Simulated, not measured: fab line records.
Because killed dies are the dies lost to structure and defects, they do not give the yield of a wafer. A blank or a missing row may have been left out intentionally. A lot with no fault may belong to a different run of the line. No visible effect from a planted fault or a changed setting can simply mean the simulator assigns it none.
One fault seen from 2 desks -- flow nand-harc -- each desk holds nothing but its own numbers, with what lay behind them at the end

AT THE METROLOGY DESK
What the gauges read for every lot (on any tool): the sampled wafers with a number, averaged. The brackets show how far a lot's mean lies from the usual mean; more than 4 standard deviations puts the lot out of limits, marked OUT.
Columns: A = thk-nm at NHARC_A_ONON_D1_THK_MEAS_27, usual 1002 nm
lot,first seen here,A
L699,day 8 04:29,1000
L698,day 8 04:31,995
L701,day 8 17:20,1010
L700,day 8 17:22,997
L707,day 10 04:26,1165 (+17) OUT
L709,day 11 05:42,1178 (+18) OUT
L713,day 11 18:59,1009
L714,day 12 02:11,1003
L716,day 12 13:24,992
L718,day 12 23:20,1001
L719,day 13 08:39,1005
L721,day 13 19:41,1010
This desk's finding: out of limits on L707, L709; first on L707, day 10 04:26 (thk-nm at NHARC_A_ONON_D1_THK_MEAS_27). In limits: L699, L698, L701, L700, L713, L714, L716, L718, L719, L721.

THE TOOL OWNER'S DESK: pecvd-onon-03
The tool's own readings at NHARC_A_ONON_D1_DEP_25 (target thk 1000 nm): means of the sampled wafers that have a number, for each lot that ran on this tool. The brackets show how far a lot's mean lies from the usual mean; more than 4 standard deviations puts the lot out of limits, marked OUT.
Columns: A = n2o-flow-sccm at NHARC_A_ONON_D1_DEP_25, usual 2000 sccm; B = susceptor-temp-C at NHARC_A_ONON_D1_DEP_25, usual 399.99 C
lot,first seen here,A,B
L701,day 8 16:49,1998,400.23
L707,day 10 03:56,1996,399.84
L709,day 11 05:11,2001,399.92
L721,day 13 19:11,1988,399.90
This desk found nothing out of limits on any of the 4 lots.

BROUGHT TOGETHER
On L707, L709, the metrology desk was in a position to raise an alarm at day 10 04:26.
The tool owner's desk saw nothing out of limits.
Tool owner's desk: L707, L709 on record, inside its limits.
Every lot named ran NHARC_A_ONON_D1_DEP_25 on pecvd-onon-03.

WHAT THE SIMULATOR HAD INSERTED
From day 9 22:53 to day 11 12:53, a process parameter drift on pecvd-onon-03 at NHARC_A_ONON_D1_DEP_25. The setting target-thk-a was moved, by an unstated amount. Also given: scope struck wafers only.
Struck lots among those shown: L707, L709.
Delay in hours, fault start to first out-of-limits reading, per desk: metrology desk 6.
